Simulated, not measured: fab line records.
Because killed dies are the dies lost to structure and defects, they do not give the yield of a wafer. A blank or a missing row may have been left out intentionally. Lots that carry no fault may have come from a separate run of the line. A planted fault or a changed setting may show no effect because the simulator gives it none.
The tool behind it: which one? | flow n5 finfet | 10 lots, 30 wafers sampled, at 5 steps of a route of 1938

WHAT EACH GAUGE READ, for each wafer
N5_PASSIVATION_OVL_MEAS_60.
lot  | measured     | on         | TV_OVL (nm)
L645 | day 12 17:37 | overlay-01 | -5 -6 -4
L646 | day 13 07:44 | overlay-02 | 1 -4 3
L649 | day 13 12:23 | overlay-02 | -3 0 1
L650 | day 14 16:37 | overlay-01 | -7 -4 -9
L654 | day 15 18:25 | overlay-01 | 1 4 4
L656 | day 15 18:34 | overlay-02 | 0 6 2
L655 | day 16 07:44 | overlay-02 | -2 6 -3
L660 | day 17 04:38 | overlay-02 | 417 416 415
L663 | day 17 23:25 | overlay-01 | 415 413 421
L662 | day 18 06:32 | overlay-02 | 5 6 -3

WHICH TOOL RAN EACH LOT (tool, then ch and the chambers of the sampled wafers, then the start)
lot  | N5_BEOL_M15_STRIP_64                          | N5_BEOL_M15_DESCUM_33              | N5_MIM_BOT_ETCH_ETCH_00           | N5_PASSIVATION_EXPOSE_07
L645 | rie diel-03 ch 0,2,3, day 12 07:26 or earlier | rie diel-06 ch 0,1, day 12 07:26   | rie metal-01 ch 0,1, day 12 15:58 | krf scanner-02 ch 0, day 12 17:25
L646 | rie diel-03 ch 0,1, day 12 14:56 or earlier   | rie diel-03 ch 1,2, day 12 14:56   | rie metal-02 ch 0,1, day 13 06:15 | krf scanner-02 ch 0, day 13 07:32
L649 | rie diel-03 ch 0,1,2, day 13 02:46 or earlier | rie diel-01 ch 2,3, day 13 02:46   | rie metal-03 ch 0,1, day 13 11:16 | krf scanner-02 ch 0, day 13 12:10
L650 | rie diel-03 ch 1,2, day 14 05:59 or earlier   | rie diel-01 ch 1,3, day 14 05:59   | rie metal-01 ch 0,1, day 14 14:10 | krf scanner-01 ch 0, day 14 16:25
L654 | rie diel-01 ch 0,2, day 15 00:22 or earlier   | rie diel-01 ch 0,2,3, day 15 00:22 | rie metal-01 ch 0, day 15 17:05   | krf scanner-01 ch 0, day 15 18:12
L656 | rie diel-01 ch 0,3, day 15 04:45 or earlier   | rie diel-01 ch 2,3, day 15 04:45   | rie metal-02 ch 0,1, day 15 17:14 | krf scanner-02 ch 0, day 15 18:22
L655 | rie diel-01 ch 1,2, day 15 18:21 or earlier   | rie diel-01 ch 0,1,2, day 15 18:21 | rie metal-01 ch 0,1, day 16 05:02 | krf scanner-01 ch 0, day 16 07:32
L660 | rie diel-01 ch 0,1, day 16 12:17 or earlier   | rie diel-01 ch 0,3, day 16 12:17   | rie metal-02 ch 0,1, day 17 01:40 | krf scanner-01 ch 0, day 17 04:26
L663 | rie diel-03 ch 1,2, day 17 14:16 or earlier   | rie diel-03 ch 0,1, day 17 14:16   | rie metal-01 ch 1, day 17 22:08   | krf scanner-01 ch 0, day 17 23:13
L662 | rie diel-03 ch 0,1,3, day 17 16:07 or earlier | rie diel-06 ch 1,2,3, day 17 16:07 | rie metal-01 ch 1, day 18 03:13   | krf scanner-02 ch 0, day 18 06:20
- N5_BEOL_M15_STRIP_64: strips in O2.
- N5_BEOL_M15_DESCUM_33: chemistry O2, time 7.9 s.
- N5_MIM_BOT_ETCH_ETCH_00: etches TiN in Cl2/BCl3, target depth 45.5 nm.
- N5_PASSIVATION_EXPOSE_07: exposes mask TV, defocus 0 nm, target cd 3000 nm.

THE ANSWER, worked out from the rows above alone
Rule: what is usual is taken from the lots themselves. Put in order of their means at a reading, lots are off if they are a third of the lots or fewer, leave a main group of 4 or more, and stand apart from it by a gap of 3 or more times the standard deviation of the main group's means; of several such gaps the widest counts. The tables above print the reading to a certain number of digits; a main group whose means all agree to those digits is not used. A lot without any number at a reading at which 4 lots or more have one is off too. The other lots that the step has rows for count as sound.
Off: L660, L663, at N5_PASSIVATION_OVL_MEAS_60 (TV_OVL). The main group: mean -0 nm, standard deviation 3.4.
A tool fits if, at a process step before that reading, it ran every lot that is off, and no sound lot after the first of them. Gauges at N5_PASSIVATION_OVL_MEAS_60: tried the same way as those tools. With no start given for some of its lots, N5_BEOL_M15_STRIP_64 uses the hours and lot order of N5_BEOL_M15_DESCUM_33. One fits: krf scanner-01 at N5_PASSIVATION_EXPOSE_07. Its last sound lot is L655 (day 16 07:32), its first lot that is off L660 (day 17 04:26): a fault that began between those two fits.

WHAT THE SIMULATOR HAD PUT IN
Scanner matching overlay: krf scanner-01, from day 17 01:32 on, at N5_PASSIVATION_EXPOSE_07. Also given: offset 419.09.
Struck lots among those shown: L660, L663. The same result came from the rule above.
